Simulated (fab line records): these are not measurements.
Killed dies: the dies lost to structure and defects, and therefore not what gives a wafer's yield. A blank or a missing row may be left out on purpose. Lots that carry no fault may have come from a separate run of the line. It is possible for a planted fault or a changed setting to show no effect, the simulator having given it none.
fab line records	flow nandHarc
record lots=24	wafers=72	lastDay=33
route steps=1302 shown P_M1@311 P_M2@336 P_BONDPAD@353
lots that met no fault: from a run of the same line without faults
startH: hours from the record's opening day to when the first of the lot's shown wafers began	waitH: hours elapsed since this lot's preceding step	" unchanged from the row above	L1.1+2: one row covering several wafers at once	- value missing, or start not given	* or withheld: withheld	< > ~ a bound
route shown NAME@n: names a module that has steps shown in the file, with the first one's number in the route	usual: average and standard deviation across the fault-free wafers	same: alike in all rows	chamber/n: place in a boat	sites: per-site readings	_std_site: the standard deviation of these	_edge_site: outer sites' mean less inner sites'	radiusMm: for every site, how far away it sits from the centre of the wafer	mask NAME#n: copy n	behind: tool/chamber where the wafer was last shaped	hold: the reason the lot was held/the length of the hold in hours/how it ended	device: whichever transistor did not switch (one of n, p or np)	end of line: the route-end tests of the same wafers	where a step has no rows: the recipe by itself	killed: count of dies lost to structure and defects at first sort (not the wafer's yield)	map: dies across one wafer; x = killed, . = not, _ = none there
set.NAME: the setting the step ran with; set.NAME@STEP: the setting that earlier step ran with	model.NAME: the simulator's own value behind a step, which no gauge read
steps of the route over a sample of lots; a table a step, a row a wafer
services: from which hour (startH, from the record's first day; less than 0 if before it) a tool's chamber was out of use, for how many hours, and why
## steps
# step NHARC_P_M1_CMP_23
# recipe tOverpolishS=20	targetThkNm=157.82
# usual motorCurrentA=12.4/1.1	timeToEndpointS=27.7/2.7
lot.wafer	tool	chamber	startH	waitH	motorCurrentA	timeToEndpointS
L074.1	cmp-02	0	131.80	-	12.1	25.6
L074.2	"	1	"	"	11.7	26.6
L074.6	"	0	"	"	11.8	22.9
L075.3	cmp-04	1	136.71	-	12.6	28.2
L075.1	"	0	"	"	10.6	28.4
L075.6	"	2	"	"	13.0	27.6
L076.4	cmp-04	3	145.74	-	14.0	29.0
L076.3	"	0	"	"	10.9	29.5
L076.2	"	1	"	"	12.5	28.6
L077.1	cmp-04	0	156.36	-	11.4	27.0
L077.5	"	3	"	"	14.3	25.7
L077.6	"	0	"	"	11.3	25.7
L078.4	cmp-04	1	174.58	-	12.4	31.0
L078.5	"	3	"	"	14.3	28.3
L078.6	"	0	"	"	11.2	30.0
L079.2	cmp-02	2	177.72	-	13.0	25.2
L079.6	"	1	"	"	12.1	26.4
L079.5	"	2	"	"	12.8	27.1
L080.4	cmp-03	0	189.73	-	13.3	30.9
L080.1	"	1	"	"	13.0	29.0
L080.6	"	3	"	"	10.6	32.0
L081.1	cmp-02	3	197.35	-	11.9	24.3
L081.3	"	0	"	"	12.2	24.8
L081.6	"	3	"	"	12.0	26.5
L082.1	cmp-03	2	212.94	-	10.7	25.2
L082.4	"	3	"	"	11.1	30.1
L082.2	"	0	"	"	13.6	23.3
L083.1	cmp-02	2	213.12	-	12.8	26.0
L083.6	"	0	"	"	11.5	25.0
L083.5	"	1	"	"	11.7	24.8
L084.2	cmp-03	2	233.44	-	11.2	23.8
L084.3	"	1	"	"	12.5	26.0
L084.5	"	2	"	"	10.7	25.5
L085.4	cmp-03	1	245.13	-	12.7	22.6
L085.2	"	2	"	"	10.7	27.3
L085.5	"	1	"	"	13.7	25.0
L086.1	cmp-04	3	247.71	-	13.6	25.0
L086.3	"	0	"	"	11.4	28.1
L086.2	"	2	"	"	12.3	25.0
L087.4	cmp-04	0	257.85	-	11.0	23.7
L087.6	"	2	"	"	12.1	27.4
L087.5	"	3	"	"	14.9	22.8
L089.3	cmp-02	2	272.66	-	13.0	30.8
L089.5	"	1	"	"	12.8	29.6
L089.6	"	2	"	"	13.0	29.6
L088.3	cmp-04	0	273.88	-	11.1	23.6
L088.4	"	1	"	"	12.7	25.8
L088.1	"	3	"	"	14.2	22.9
L090.1	cmp-02	1	296.74	-	12.0	32.9
L090.3	"	0	"	"	12.7	30.2
L090.5	"	2	"	"	12.6	28.8
L091.1	cmp-02	0	299.30	-	12.2	27.7
L091.2	"	1	"	"	12.0	29.5
L091.5	"	3	"	"	12.0	34.4
L092.2	cmp-04	2	316.17	-	12.4	29.1
L092.4	"	3	"	"	14.4	28.8
L092.1	"	0	"	"	11.0	27.8
L093.1	cmp-02	3	324.85	-	11.9	25.9
L093.6	"	0	"	"	12.4	27.5
L093.5	"	1	"	"	11.6	29.2
L095.1	cmp-04	2	335.08	-	12.6	28.0
L095.2	"	3	"	"	15.2	23.9
L095.5	"	2	"	"	12.5	29.9
L094.1	cmp-02	3	336.33	-	13.5	25.9
L094.4	"	0	"	"	11.9	24.1
L094.6	"	3	"	"	12.1	26.3
L096.3	cmp-03	1	345.73	-	13.3	31.5
L096.1	"	0	"	"	13.2	31.6
L096.6	"	1	"	"	13.5	32.1
L097.1	cmp-03	2	360.03	-	10.6	32.2
L097.4	"	3	"	"	10.3	33.5
L097.2	"	0	"	"	12.6	33.1
# step NHARC_P_M1_INSPECT_27
# usual rawDefectCount=324/130
lot.wafer	tool	chamber	startH	waitH	rawDefectCount
L074.1	defectInspect-02	-	132.25	0.0	521
L074.2	"	-	"	"	297
L074.6	"	-	"	"	284
L075.1	defectInspect-01	-	137.17	0.0	510
L075.3	"	-	"	"	476
L075.6	"	-	"	"	400
L076.2	defectInspect-02	-	146.19	0.0	356
L076.3	"	-	"	"	235
L076.4	"	-	"	"	297
L077.1	defectInspect-02	-	156.80	0.0	217
L077.5	"	-	"	"	197
L077.6	"	-	"	"	309
L078.4	defectInspect-01	-	174.99	0.0	529
L078.5	"	-	"	"	961
L078.6	"	-	"	"	582
L079.2	defectInspect-02	-	178.17	0.0	160
L079.5	"	-	"	"	190
L079.6	"	-	"	"	157
L080.1	defectInspect-02	-	190.15	0.0	402
L080.4	"	-	"	"	477
L080.6	"	-	"	"	358
L081.1	defectInspect-02	-	197.79	0.0	341
L081.3	"	-	"	"	434
L081.6	"	-	"	"	356
L082.1	defectInspect-01	-	213.38	0.0	298
L082.2	"	-	"	"	276
L082.4	"	-	"	"	328
L083.1	defectInspect-02	-	213.53	0.0	148
L083.5	"	-	"	"	191
L083.6	"	-	"	"	312
L084.2	defectInspect-02	-	233.91	0.0	242
L084.3	"	-	"	"	244
L084.5	"	-	"	"	329
L085.2	defectInspect-01	-	245.57	0.0	238
L085.4	"	-	"	"	231
L085.5	"	-	"	"	230
L086.1	defectInspect-01	-	248.18	0.0	299
L086.2	"	-	"	"	238
L086.3	"	-	"	"	347
L087.4	defectInspect-02	-	258.27	0.0	123
L087.5	"	-	"	"	265
L087.6	"	-	"	"	269
L089.3	defectInspect-01	-	273.10	0.0	189
L089.5	"	-	"	"	250
L089.6	"	-	"	"	192
L088.1	defectInspect-01	-	274.35	0.0	366
L088.3	"	-	"	"	343
L088.4	"	-	"	"	351
L090.1	defectInspect-01	-	297.21	0.0	674
L090.3	"	-	"	"	338
L090.5	"	-	"	"	597
L091.1	defectInspect-01	-	299.74	0.0	350
L091.2	"	-	"	"	304
L091.5	"	-	"	"	239
L092.1	defectInspect-02	-	316.61	0.0	173
L092.2	"	-	"	"	207
L092.4	"	-	"	"	225
L093.1	defectInspect-01	-	325.23	0.0	320
L093.5	"	-	"	"	301
L093.6	"	-	"	"	228
L095.1	defectInspect-02	-	335.56	0.0	254
L095.2	"	-	"	"	208
L095.5	"	-	"	"	274
L094.1	defectInspect-01	-	336.80	0.0	329
L094.4	"	-	"	"	517
L094.6	"	-	"	"	661
L096.1	defectInspect-02	-	346.20	0.0	365
L096.3	"	-	"	"	462
L096.6	"	-	"	"	395
L097.1	defectInspect-02	-	360.46	0.0	509
L097.2	"	-	"	"	221
L097.4	"	-	"	"	270
# step NHARC_P_M1_DEP_33
# recipe targetThkA=300	tempC=370	targetThkNm=30	pressureTorr=3	flowSccm=200	rfW=450	material=SiCN
# usual heaterPowerW=584/110	showerheadVppV=1294/54
lot.wafer	tool	chamber	startH	waitH	heaterPowerW	showerheadVppV
L074.2	pecvd-02	0	132.40	0.1	891	1205
L074.1	"	2	"	"	620	1200
L074.6	"	1	"	"	534	1347
L075.1	pecvd-02	0	137.32	0.1	925	1185
L075.3	"	2	"	"	598	1200
L075.6	"	1	"	"	498	1388
L076.2	pecvd-03	0	146.41	0.1	516	1285
L076.3	"	2	"	"	469	1361
L076.4	"	0	"	"	532	1282
L077.1	pecvd-03	2	156.99	0.1	531	1348
L077.5	"	1	"	"	467	1320
L077.6	"	2	"	"	542	1342
L078.6	pecvd-03	2	175.27	0.2	510	1360
L078.5	"	0	"	"	623	1331
L078.4	"	1	"	"	511	1278
L079.2	pecvd-01	1	178.40	0.1	597	1326
L079.6	"	2	"	"	503	1289
L079.5	"	0	"	"	545	1297
L080.1	pecvd-01	1	190.38	0.1	552	1335
L080.6	"	2	"	"	542	1292
L080.4	"	1	"	"	560	1320
L081.3	pecvd-01	2	197.94	0.1	477	1321
L081.1	"	1	"	"	513	1333
L081.6	"	2	"	"	469	1291
L082.2	pecvd-02	2	213.53	0.1	570	1214
L082.1	"	0	"	"	849	1203
L082.4	"	1	"	"	571	1370
L083.1	pecvd-03	1	213.77	0.1	536	1288
L083.6	"	2	"	"	554	1340
L083.5	"	1	"	"	535	1293
L084.3	pecvd-01	2	234.06	0.1	450	1312
L084.2	"	1	"	"	533	1321
L084.5	"	2	"	"	443	1312
L085.2	pecvd-02	1	245.72	0.1	530	1346
L085.5	"	1	"	"	534	1364
L085.4	"	2	"	"	634	1208
L086.1	pecvd-03	0	248.32	0.1	530	1272
L086.2	"	1	"	"	570	1291
L086.3	"	2	"	"	557	1344
L087.5	pecvd-02	1	258.54	0.2	565	1361
L087.6	"	2	"	"	544	1223
L087.4	"	0	"	"	801	1206
L089.3	pecvd-02	0	273.24	0.1	813	1185
L089.5	"	0	"	"	834	1211
L089.6	"	2	"	"	637	1217
L088.3	pecvd-03	1	274.54	0.1	596	1290
L088.1	"	2	"	"	604	1335
L088.4	"	2	"	"	584	1347
L090.1	pecvd-03	1	297.46	0.1	507	1289
L090.3	"	1	"	"	510	1289
L090.5	"	1	"	"	516	1289
L091.1	pecvd-02	1	299.93	0.1	560	1366
L091.2	"	2	"	"	591	1211
L091.5	"	0	"	"	888	1210
L092.1	pecvd-02	2	316.76	0.1	624	1205
L092.2	"	0	"	"	777	1203
L092.4	"	1	"	"	539	1348
L093.1	pecvd-03	2	325.42	0.1	579	1349
L093.5	"	1	"	"	544	1285
L093.6	"	2	"	"	549	1335
L095.1	pecvd-01	2	335.75	0.1	475	1296
L095.2	"	0	"	"	564	1306
L095.5	"	1	"	"	620	1341
L094.1	pecvd-01	1	336.95	0.1	577	1330
L094.4	"	2	"	"	461	1299
L094.6	"	0	"	"	550	1303
L096.1	pecvd-03	0	346.45	0.1	592	1295
L096.3	"	0	"	"	580	1293
L096.6	"	2	"	"	557	1349
L097.1	pecvd-01	1	360.61	0.1	560	1309
L097.2	"	0	"	"	558	1320
L097.4	"	2	"	"	515	1294
# step NHARC_P_M2_ETCH_28
# recipe targetDepthA=300	overEtchFrac=0.3	timeS=72.99	ionEnergyEv=150	cf4FlowSccm=50	n2FlowSccm=100	arFlowSccm=150	rfW=300	biasW=100	chemistry=CF4/N2
# usual drypumpMotorCurrentA=5.6/0.37	oesProductAu=0.997/0.0082	rfVppV=314.0/2.2	showerheadPlenumPTorr=2.61/0.12	throttleValvePct=19.794/0.0094
lot.wafer	tool	chamber	startH	waitH	drypumpMotorCurrentA	oesProductAu	rfHoursCounterH	rfVppV	showerheadPlenumPTorr	throttleValvePct
L074.1	rieDiel-07	3	-	-	5.1	0.991	0.2	317.3	2.72	19.814
L074.2	"	1	"	"	5.4	0.982	0.2	312.9	2.51	19.798
L074.6	"	0	"	"	5.6	0.991	-	315.2	2.70	19.796
L075.3	rieDiel-02	0	-	-	6.1	1.005	4.0	311.8	2.52	19.797
L075.1	"	1	"	"	5.4	1.017	3.7	316.3	2.74	19.801
L075.6	"	1	"	"	5.4	1.012	-	315.6	2.74	19.803
L076.2	rieDiel-07	2	-	-	5.1	0.986	1.3	315.6	2.73	19.794
L076.3	"	0	"	"	5.6	0.996	1.8	315.1	2.70	19.790
L076.4	"	1	"	"	5.4	0.994	1.5	312.2	2.51	19.802
L077.1	rieDiel-07	3	-	-	5.1	0.998	2.3	316.1	2.72	19.820
L077.5	"	1	"	"	5.4	0.993	-	312.9	2.51	19.815
L077.6	"	2	"	"	5.1	0.984	-	317.2	2.73	19.796
L078.4	rieDiel-09	2	-	-	5.9	1.016	1.1	312.2	2.48	19.775
L078.5	"	3	"	"	6.3	0.996	-	311.9	2.50	19.796
L078.6	"	0	"	"	5.6	0.989	-	310.7	2.46	19.782
L079.2	rieDiel-09	2	-	-	5.9	1.011	1.1	310.3	2.48	19.796
L079.5	"	0	"	"	5.6	1.000	-	311.1	2.46	19.790
L079.6	"	1	"	"	5.8	0.996	-	313.0	2.53	19.800
L080.4	rieDiel-07	2	-	-	5.1	0.994	4.1	315.6	2.73	19.810
L080.1	"	0	"	"	5.6	0.985	4.6	315.4	2.70	19.802
L080.6	"	2	"	"	5.1	0.988	-	315.8	2.73	19.791
L081.3	rieDiel-09	1	-	-	5.9	0.998	2.4	311.4	2.53	19.799
L081.1	"	2	"	"	5.9	1.010	2.3	311.7	2.48	19.789
L081.6	"	0	"	"	5.6	0.996	-	311.6	2.46	19.806
L082.2	rieDiel-02	2	-	-	5.6	1.000	7.1	316.9	2.82	19.780
L082.4	"	3	"	"	5.3	0.999	7.2	314.5	2.62	19.800
L082.1	"	0	"	"	6.1	0.994	8.4	311.9	2.52	19.803
L083.1	rieDiel-09	1	-	-	5.8	1.002	2.8	312.7	2.53	19.790
L083.6	"	0	"	"	5.6	0.997	-	313.5	2.46	19.801
L083.5	"	1	"	"	5.8	0.999	-	313.2	2.52	19.792
L084.2	rieDiel-02	3	-	-	5.3	1.009	0.2	312.9	2.62	19.802
L084.3	"	0	"	"	6.1	0.989	0.2	313.7	2.52	19.801
L084.5	"	0	"	"	6.1	0.989	-	312.9	2.52	19.795
L085.2	rieDiel-02	3	-	-	5.3	1.000	1.1	314.0	2.62	19.798
L085.4	"	0	"	"	6.1	0.983	0.8	310.7	2.52	19.799
L085.5	"	0	"	"	6.1	0.985	-	311.8	2.52	19.786
L086.2	rieDiel-07	0	-	-	5.6	1.000	8.1	315.7	2.70	19.779
L086.1	"	2	"	"	5.1	0.991	6.7	317.2	2.73	19.777
L086.3	"	3	"	"	5.1	0.998	7.4	315.9	2.72	19.807
L087.6	rieDiel-02	2	-	-	5.5	0.986	-	318.2	2.82	19.795
L087.4	"	3	"	"	5.3	1.004	-	312.9	2.62	19.792
L087.5	"	0	"	"	6.1	0.980	-	310.5	2.52	19.789
L089.3	rieDiel-09	3	-	-	6.3	1.005	6.1	312.4	2.50	19.785
L089.6	"	3	"	"	6.4	0.992	-	314.9	2.50	19.795
L089.5	"	0	"	"	5.6	0.990	-	310.3	2.46	19.799
L088.4	rieDiel-09	1	-	-	5.8	0.999	6.0	312.7	2.52	19.784
L088.1	"	3	"	"	6.4	0.994	6.2	313.1	2.50	19.803
L088.3	"	0	"	"	5.6	0.995	7.0	312.4	2.46	19.787
L090.3	rieDiel-02	3	-	-	5.2	1.004	3.7	315.2	2.62	19.794
L090.1	"	0	"	"	6.1	0.997	3.2	312.3	2.52	19.787
L090.5	"	3	"	"	5.3	1.011	-	314.1	2.62	19.783
L091.1	rieDiel-02	1	-	-	5.4	0.992	2.3	316.3	2.73	19.789
L091.2	"	0	"	"	6.1	0.993	3.4	313.3	2.52	19.793
L091.5	"	3	"	"	5.3	1.001	-	315.6	2.62	19.787
L092.4	rieDiel-02	2	-	-	5.6	0.993	3.7	316.1	2.81	19.811
L092.2	"	3	"	"	5.2	1.003	4.3	314.4	2.62	19.791
L092.1	"	1	"	"	5.4	1.002	2.7	314.7	2.73	19.813
L093.1	rieDiel-07	2	-	-	5.1	0.995	0.5	316.9	2.73	19.794
L093.6	"	3	"	"	5.1	0.998	-	314.8	2.72	19.799
L093.5	"	0	"	"	5.6	0.998	-	315.2	2.70	19.806
L095.1	rieDiel-02	3	-	-	5.3	1.002	5.1	315.1	2.62	19.789
L095.2	"	1	"	"	5.4	0.994	3.6	317.6	2.73	19.794
L095.5	"	2	"	"	5.6	0.988	-	315.4	2.81	19.787
L094.4	rieDiel-02	0	-	-	6.1	0.987	4.6	313.0	2.52	19.797
L094.1	"	2	"	"	5.6	0.995	4.8	316.6	2.81	19.785
L094.6	"	0	"	"	6.1	0.994	-	311.3	2.52	19.781
L096.3	rieDiel-09	2	-	-	5.9	0.995	0.8	310.4	2.47	19.789
L096.1	"	0	"	"	5.6	1.000	1.4	311.0	2.46	19.795
L096.6	"	2	"	"	5.9	0.990	-	312.3	2.47	19.800
L097.2	rieDiel-02	2	-	-	5.6	1.001	6.8	317.3	2.81	19.780
L097.4	"	3	"	"	5.3	0.994	6.9	313.4	2.62	19.791
L097.1	"	0	"	"	6.1	1.001	6.3	312.8	2.51	19.778
# step NHARC_P_M2_PVD_21
# recipe targetThkA=300	chamberPressurePa=5	powerW=5000	substrateTempC=30	timeS=20.49	material=Cu
# usual throttleValvePct=30.4/1.2
lot.wafer	tool	chamber	startH	waitH	throttleValvePct
L074.1	pvdSputter-03	-	-	-	28.7
L074.2	"	-	"	"	28.5
L074.6	"	-	"	"	30.4
L075.3	pvdSputter-02	-	-	-	31.4
L075.1	"	-	"	"	32.4
L075.6	"	-	"	"	31.2
L076.2	pvdSputter-02	-	-	-	32.7
L076.3	"	-	"	"	31.2
L076.4	"	-	"	"	31.3
L077.1	pvdSputter-02	-	-	-	31.3
L077.6	"	-	"	"	30.7
L077.5	"	-	"	"	31.1
L078.4	pvdSputter-01	-	-	-	28.3
L078.5	"	-	"	"	29.8
L078.6	"	-	"	"	31.1
L079.2	pvdSputter-03	-	-	-	29.8
L079.5	"	-	"	"	29.5
L079.6	"	-	"	"	29.9
L080.4	pvdSputter-01	-	-	-	29.0
L080.1	"	-	"	"	31.2
L080.6	"	-	"	"	28.2
L081.1	pvdSputter-01	-	-	-	29.8
L081.3	"	-	"	"	31.2
L081.6	"	-	"	"	29.1
L082.4	pvdSputter-02	-	-	-	31.4
L082.2	"	-	"	"	30.9
L082.1	"	-	"	"	31.2
L083.1	pvdSputter-01	-	-	-	31.1
L083.6	"	-	"	"	29.9
L083.5	"	-	"	"	30.9
L084.3	pvdSputter-01	-	-	-	31.1
L084.2	"	-	"	"	28.4
L084.5	"	-	"	"	28.1
L085.2	pvdSputter-02	-	-	-	30.9
L085.4	"	-	"	"	31.2
L085.5	"	-	"	"	31.1
L086.2	pvdSputter-02	-	-	-	32.9
L086.1	"	-	"	"	30.8
L086.3	"	-	"	"	30.7
L087.4	pvdSputter-02	-	-	-	30.8
L087.6	"	-	"	"	31.3
L087.5	"	-	"	"	32.6
L089.3	pvdSputter-02	-	-	-	31.0
L089.6	"	-	"	"	32.8
L089.5	"	-	"	"	30.6
L088.1	pvdSputter-01	-	-	-	31.3
L088.4	"	-	"	"	28.0
L088.3	"	-	"	"	29.5
L090.3	pvdSputter-03	-	-	-	31.0
L090.1	"	-	"	"	28.5
L090.5	"	-	"	"	29.4
L091.2	pvdSputter-01	-	-	-	29.9
L091.1	"	-	"	"	31.1
L091.5	"	-	"	"	29.1
L092.1	pvdSputter-03	-	-	-	29.5
L092.4	"	-	"	"	29.9
L092.2	"	-	"	"	28.7
L093.1	pvdSputter-02	-	-	-	30.4
L093.6	"	-	"	"	31.9
L093.5	"	-	"	"	30.8
L095.1	pvdSputter-01	-	-	-	29.9
L095.2	"	-	"	"	30.9
L095.5	"	-	"	"	30.9
L094.1	pvdSputter-02	-	-	-	30.7
L094.4	"	-	"	"	30.5
L094.6	"	-	"	"	30.6
L096.3	pvdSputter-02	-	-	-	30.4
L096.1	"	-	"	"	31.8
L096.6	"	-	"	"	30.4
L097.1	pvdSputter-02	-	-	-	31.1
L097.4	"	-	"	"	30.8
L097.2	"	-	"	"	31.9
# step NHARC_P_BONDPAD_THK_MEAS_33
# recipe thkMeasGauge=ellipsometry
# usual thkNm=199.6/1.5
lot.wafer	tool	chamber	startH	waitH	thkNm
L074.1	filmMetro-02	-	137.59	0.1	200.2
L074.2	"	-	"	"	198.4
L074.6	"	-	"	"	199.0
L075.1	filmMetro-02	-	142.60	0.2	201.7
L075.3	"	-	"	"	200.4
L075.6	"	-	"	"	200.6
L076.2	filmMetro-02	-	151.63	0.2	201.5
L076.3	"	-	"	"	202.3
L076.4	"	-	"	"	196.7
L077.1	filmMetro-02	-	162.16	0.1	198.8
L077.5	"	-	"	"	197.9
L077.6	"	-	"	"	199.2
L078.4	filmMetro-02	-	180.24	0.2	199.3
L078.5	"	-	"	"	198.0
L078.6	"	-	"	"	200.2
L079.2	filmMetro-01	-	183.58	0.2	202.8
L079.5	"	-	"	"	199.8
L079.6	"	-	"	"	201.1
L080.1	filmMetro-02	-	195.36	0.2	200.2
L080.4	"	-	"	"	201.1
L080.6	"	-	"	"	198.6
L081.1	filmMetro-02	-	203.17	0.2	198.1
L081.3	"	-	"	"	201.0
L081.6	"	-	"	"	201.8
L082.1	filmMetro-01	-	218.82	0.2	201.0
L082.2	"	-	"	"	199.4
L082.4	"	-	"	"	198.9
L083.1	filmMetro-02	-	218.89	0.2	195.8
L083.5	"	-	"	"	197.5
L083.6	"	-	"	"	198.0
L084.2	filmMetro-01	-	239.32	0.2	198.8
L084.3	"	-	"	"	199.8
L084.5	"	-	"	"	199.2
L085.2	filmMetro-02	-	250.94	0.2	198.1
L085.4	"	-	"	"	200.0
L085.5	"	-	"	"	199.9
L086.1	filmMetro-01	-	253.54	0.2	198.6
L086.2	"	-	"	"	198.0
L086.3	"	-	"	"	199.6
L087.4	filmMetro-01	-	263.68	0.2	199.4
L087.5	"	-	"	"	200.0
L087.6	"	-	"	"	200.0
L089.3	filmMetro-02	-	278.54	0.2	198.4
L089.5	"	-	"	"	197.7
L089.6	"	-	"	"	199.0
L088.1	filmMetro-01	-	279.81	0.2	200.0
L088.3	"	-	"	"	200.0
L088.4	"	-	"	"	199.5
L090.1	filmMetro-01	-	303.15	0.1	200.5
L090.3	"	-	"	"	200.4
L090.5	"	-	"	"	198.2
L091.1	filmMetro-02	-	305.23	0.2	199.4
L091.2	"	-	"	"	199.5
L091.5	"	-	"	"	198.8
L092.1	filmMetro-02	-	322.10	0.2	199.9
L092.2	"	-	"	"	199.4
L092.4	"	-	"	"	199.9
L093.1	filmMetro-02	-	331.01	0.2	202.1
L093.5	"	-	"	"	200.3
L093.6	"	-	"	"	202.8
L095.1	filmMetro-02	-	340.94	0.2	199.7
L095.2	"	-	"	"	199.4
L095.5	"	-	"	"	196.1
L094.1	filmMetro-02	-	342.18	0.1	201.4
L094.4	"	-	"	"	200.2
L094.6	"	-	"	"	199.5
L096.1	filmMetro-02	-	351.93	0.2	198.2
L096.3	"	-	"	"	199.1
L096.6	"	-	"	"	197.0
L097.1	filmMetro-02	-	365.92	0.1	198.3
L097.2	"	-	"	"	197.7
L097.4	"	-	"	"	201.2
## services
tool	chamber	startH	hours	kind
cmp-04	-	111.07	4.0	pm
cmp-02	-	121.23	1.6	repair
pvdSputter-01	-	126.84	5.6	repair
cmp-02	-	134.61	4.0	pm
cmp-02	-	148.28	16.3	repair
rieDiel-02	3	158.34	2.5	repair
cmp-02	-	170.16	0.5	repair
cmp-04	-	170.54	0.3	repair
pecvd-03	-	185.00	13.0	pm
cmp-02	-	205.23	0.6	repair
cmp-04	-	209.07	4.0	pm
rieDiel-02	-	216.70	9.0	pm
pvdSputter-01	-	226.02	10.0	pm
pecvd-02	-	227.00	13.0	pm
cmp-02	-	232.61	4.0	pm
rieDiel-02	1	257.31	18.0	repair
pvdSputter-02	-	282.08	10.0	pm
pecvd-03	0	295.15	8.5	repair
cmp-04	-	307.07	4.0	pm
cmp-04	-	313.37	0.4	repair
cmp-02	-	330.61	4.0	pm
pecvd-03	1	342.83	18.6	repair
cmp-02	-	343.80	1.7	repair
cmp-04	-	356.64	0.6	repair
## key
fault none
